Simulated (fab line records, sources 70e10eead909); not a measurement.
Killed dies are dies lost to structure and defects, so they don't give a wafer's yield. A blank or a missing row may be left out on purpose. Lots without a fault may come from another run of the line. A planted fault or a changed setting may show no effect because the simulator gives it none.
A struck lot beside a sound one | flow nand_harc | 14 steps out of a route of 1159
Sound: wafers L989.1, L989.5, L989.6. Struck: wafers L992.1, L992.2, L992.4. The cause comes at the end.
At each step with rows: each side's tool, then ch and its chambers, then its first start. Under that, the readings that differ: sound wafers | struck wafers | difference of the means | sigmas: that difference in standard deviations of wafers without a fault.
alike: readings whose means differ by less than 2 such deviations, and words and numbers that are the same on both sides. not compared: withheld readings, readings that some wafer has no value for, bounds like >300 that may hide the same value, and numbers for which the record gives no deviation and whose values overlap.
The two part at a step that has a row with sigmas, a row that says differs or no value, or rows on one side only. Numbers that don't overlap but have no deviation are shown without sigmas and don't part them. A reading that every wafer of one side lacks parts them only if that side has two wafers or more.

NHARC_P_CONTACT_DEP_30: deposits SiNx, target thk 30 nm.
  sound on pecvd-02 ch 0,1,2, day 6 18:07; struck on pecvd-01 ch 0,1, day 7 10:20
  alike: heater_power_w, rf_fwd_power_W
  not compared: since_wet_clean_h
NHARC_P_CONTACT_DEP_00: deposits SiO2, target thk 500 nm.
  sound on pecvd-02 ch 0,1,2; struck on pecvd-01 ch 0,1
  alike: heater_power_w, rf_fwd_power_W, showerhead_vpp_V, throttle_valve_pct
  not compared: since_wet_clean_h
NHARC_P_CONTACT_CMP_01: polishes SiO2, target thk 200 nm.
  sound on cmp-01 ch 1,2,3, day 6 18:52; struck on cmp-01 ch 0,2,3, day 7 11:04
  alike: motor_current_A
then, 8 steps without rows for these wafers: NHARC_P_CONTACT_SRD_03; NHARC_P_CONTACT_DEHYDRATE_04 (time 120 s); NHARC_P_CONTACT_HMDS_05 (time 30 s); NHARC_P_CONTACT_COAT_33 (time 75 s); NHARC_P_CONTACT_COAT_34 (time 65 s); NHARC_P_CONTACT_COAT_06 (resist thk 90 nm); NHARC_P_CONTACT_SOFTBAKE_07 (time 55 s); NHARC_P_CONTACT_EBR_08.
NHARC_P_CONTACT_EXPOSE_09: exposes mask P CA, target cd 90 nm.
  sound on arfi_scanner-01 ch 0, day 6 19:21; struck on arfi_scanner-02 ch 0, day 7 11:44
  reading | sound                | struck                        | difference | sigmas
  mask    | P_CA#0 P_CA#0 P_CA#0 | P_CA_R1#0 P_CA_R1#0 P_CA_R1#0 | differs    |
then, 1 step without rows for these wafers: NHARC_P_CONTACT_PEB_10 (peb time 65 s).
-- the record jumps here: 17 days lie between the struck wafers' starts before and after (it left off in module P_CONTACT and takes up again in module END, whose first step shown is number 1159 of the route) --
NHARC_END_SORT_01:
  the record has rows for the struck wafers here (prober-01 ch 0, day 24 03:49) and none for the sound ones

WHERE THEY PART
First at NHARC_P_CONTACT_EXPOSE_09; last, within this record, at NHARC_END_SORT_01.

WHY: what the simulator had put in
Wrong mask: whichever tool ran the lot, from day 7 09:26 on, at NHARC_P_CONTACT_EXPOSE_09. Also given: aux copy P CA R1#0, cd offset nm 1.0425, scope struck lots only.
